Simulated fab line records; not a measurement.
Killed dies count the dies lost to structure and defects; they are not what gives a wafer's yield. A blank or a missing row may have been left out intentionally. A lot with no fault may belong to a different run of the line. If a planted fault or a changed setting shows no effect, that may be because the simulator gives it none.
What tool caused it? + flow nandHarc + at 1 step of a route of 1159, 12 lots with 36 wafers sampled

== WHAT THE GAUGES SHOWED, per wafer ==
NHARC_P_START_INSPECT_01. Usual: rawDefectCount reads 3.5 (standard deviation 1.8).
| lot  | measured    | on               | rawDefectCount | flag |
|------|-------------|------------------|----------------|------|
| L458 | day 1 12:02 | defectInspect-01 | 4 2 0          |      |
| L461 | day 2 06:02 | defectInspect-02 | 3 5 1          |      |
| L462 | day 2 12:02 | defectInspect-01 | 1 7 3          |      |
| L463 | day 2 18:03 | defectInspect-02 | 4 4 5          |      |
| L467 | day 3 18:02 | defectInspect-01 | 2 2 5          |      |
| L469 | day 4 06:02 | defectInspect-02 | 2 4 2          |      |
| L470 | day 4 12:02 | defectInspect-01 | 1 0 7          |      |
| L471 | day 4 18:02 | defectInspect-02 | 1 4 2          |      |
| L472 | day 5 00:02 | defectInspect-02 | 4 2 6          |      |
| L474 | day 5 12:02 | defectInspect-02 | 2 5 4          |      |
| L478 | day 6 12:02 | defectInspect-02 | 3 2 3          |      |
| L479 | day 6 18:02 | defectInspect-02 | 5 3 3          |      |

== TOOL THAT RAN EACH LOT (tool first, then ch and the chambers of the sampled wafers, then the start) ==
The record shows no process step preceding these readings.

== AS READ BY THE TOOLS THEMSELVES (means over the sampled wafers that have a number; for cases with no such wafer, the mark the record gives instead) ==
The record holds no such reading with a usual standard deviation.

== THE ANSWER, worked out from the rows above alone ==
Rule: a lot counts as off when the mean over its wafers that have a number is more than 3 standard deviations away from the usual mean. A lot without any number at a reading at which 4 lots or more have one is off too. Any other lot the step has rows for is counted as sound. First the gauges in route order, then the tools' own readings, where a lot's mean is used as printed above. At the first step where some lot is off, the reading lying furthest off is the one used; lots without a number count as furthest.
Across all readings shown, no lot is off: no conclusion can be drawn from this.

== WHAT THE SIMULATOR HAD INSERTED ==
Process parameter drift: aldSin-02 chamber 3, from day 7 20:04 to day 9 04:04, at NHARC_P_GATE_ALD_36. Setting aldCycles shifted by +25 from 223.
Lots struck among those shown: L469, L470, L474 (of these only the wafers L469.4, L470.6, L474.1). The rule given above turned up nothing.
